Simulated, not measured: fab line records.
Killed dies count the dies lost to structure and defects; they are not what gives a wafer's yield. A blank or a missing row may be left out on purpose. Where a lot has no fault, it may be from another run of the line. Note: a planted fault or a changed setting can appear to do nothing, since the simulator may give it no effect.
A lot that was struck, set against a sound lot :: flow n5_finfet :: 15 steps out of a route of 1938
Sound: these wafers, L463.1, L463.2, L463.4. The struck wafers were L467.2, L467.5, L467.6. Last of all comes the cause.
For every step that has rows: the tool of each side, followed by ch and its chambers, followed by its first start. Under that, the readings that differ: sound wafers :: struck wafers :: difference of the means :: sigmas: that difference in standard deviations of wafers without a fault.
alike: words and numbers the same on both sides, and readings whose means are apart by under 2 such deviations; not compared: readings that were withheld, readings missing a value for some wafer, numbers with overlapping values and no deviation given by the record, and bounds like >300 which may hide the same value.
A row with sigmas, a row that says differs or no value, or rows on one side alone: a step with any of these is where the two part. Non-overlapping numbers with no deviation appear without sigmas and do not part them. Lack of a reading on every wafer of one side parts them only where that side has two or more wafers.

first, 1 step without rows for these wafers: N5_BEOL_M4_DEVELOP_27 (develop time 30 s).
N5_BEOL_M4_CD_MEAS_28: target cd 26.2 nm, target cd y 24.1 nm.
  sound on cd_sem-02 ch 0, day 10 16:49; struck on cd_sem-02 ch 0, day 11 12:08
  alike: cd_nm
N5_BEOL_M4_OVL_MEAS_29:
  sound on overlay-02 ch 0, day 10 16:51; struck on overlay-01 ch 0, day 11 12:10
  alike: V3_OVL
N5_BEOL_M4_INSPECT_30: inspects for defects (brightfield).
  sound on defect_inspect-01, day 10 16:54; struck on defect_inspect-01, day 11 12:13
  alike: raw_defect_count
then, 1 step without rows for these wafers: N5_BEOL_M4_DESCUM_33 (chemistry O2, time 7 s).
N5_BEOL_M4_ETCH_77: etches underlayer in N2/H2, target depth 6.5 nm, time 5.2 s.
  sound on rie_diel-03 ch 1,2,3, day 10 16:58; struck on rie_diel-05 ch 0,2,3, day 11 12:28
  alike: drypump_motor_current_A, etch_rf_on_time_s, n2_flow_sccm, oes_product_au, rf_fwd_power_W, rf_vpp_V, showerhead_plenum_p_Torr, throttle_valve_pct
  not compared: rf_hours_counter_h
N5_BEOL_M4_ETCH_69: etches SiARC in CF4, target depth 15.6 nm, time 26 s.
  sound on rie_diel-03 ch 1,2,3, day 10 16:59; struck on rie_diel-05 ch 0,2,3, day 11 12:29
  alike: cf4_flow_sccm, drypump_motor_current_A, etch_rf_on_time_s, oes_product_au, rf_fwd_power_W, rf_vpp_V, showerhead_plenum_p_Torr, throttle_valve_pct
  not compared: rf_hours_counter_h
N5_BEOL_M4_ALD_98: deposits SiO2, target thk 2.5 nm, pulse time 1 s, co reactant pulse time 1 s.
  sound on ald_sin-04 ch 0,2,3, day 10 17:36; struck on ald_sin-01 ch 0,1,2, day 11 12:56
  alike: chamber_pressure_Torr, heater_power_w, precursor_pulse_height_rel
N5_BEOL_M4_ETCHBACK_99: etches SiO2 in CHF3, target depth 5 nm, time 10.4 s.
  sound on rie_diel-05 ch 0,1,2, day 10 17:44; struck on rie_diel-05 ch 0,1,2, day 11 13:03
  alike: drypump_motor_current_A, oes_product_au, rf_vpp_V, showerhead_plenum_p_Torr, throttle_valve_pct
  not compared: rf_hours_counter_h
N5_BEOL_M4_ETCH_70: etches SOC in N2/H2, target depth 80 nm, overetch 24 nm, time 130 s.
  sound on rie_diel-05 ch 0,1,2, day 10 17:46; struck on rie_diel-05 ch 0,1,2, day 11 13:05
  alike: drypump_motor_current_A, n2_flow_sccm, oes_product_au, rf_fwd_power_W, rf_vpp_V, showerhead_plenum_p_Torr, throttle_valve_pct
  not compared: rf_hours_counter_h
then, 2 steps without rows for these wafers: N5_BEOL_M4_STRIP_71 (strips in N2/H2); N5_BEOL_M4_STRIP_78 (strips in N2/H2).
N5_BEOL_M4_VIA_ETCH_34: etches the open film in C4F6/O2, target depth 69.4 nm, time 65.9 s.
  sound on rie_diel-05 ch 0,1,2, day 10 17:53; struck on rie_diel-05 ch 0,1,2, day 11 13:11
reading: rf_fwd_power_W (W)
sound: 345.2 346.8 346.5
struck: 263.6 262.1 261.6
difference: -83.7
sigmas: -70

reading: rf_vpp_V (V)
sound: 665 667 646
struck: 762 759 739
difference: +94
sigmas: +11

reading: model.etch.depth_nm (nm)
sound: 68.56 69.66 69.22
struck: 63.13 61.09 61.78
difference: -7.15
sigmas: 

reading: model.SOC_of_BEOL_M4_COAT_67.thk_nm (nm)
sound: 51.6 52 51.8
struck: 52.4 52.4 52.6
difference: +0.7
sigmas: 
  alike: drypump_motor_current_A, oes_product_au, showerhead_plenum_p_Torr, throttle_valve_pct
  not compared: rf_hours_counter_h
then, 1 step without rows for these wafers: N5_BEOL_M4_STRIP_83 (strips in C4F6/O2).
N5_BEOL_M4_RC_MEAS_101:
  sound on prober-01 ch 0, day 10 23:15; struck on prober-02 ch 0, day 11 17:14
  alike: DIBL_N, DIBL_P, IOFF_N, IOFF_P, ION_N, ION_P, SS_N, SS_P, VT_N, VT_P

WHERE THEY PART
N5_BEOL_M4_VIA_ETCH_34 only, going by this record. Later steps at which nothing parts them and some readings are alike: N5_BEOL_M4_RC_MEAS_101.

WHY: what had been put in by the simulator
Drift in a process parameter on rie_diel-05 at N5_BEOL_M4_VIA_ETCH_34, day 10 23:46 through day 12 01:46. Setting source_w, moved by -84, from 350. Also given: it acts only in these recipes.
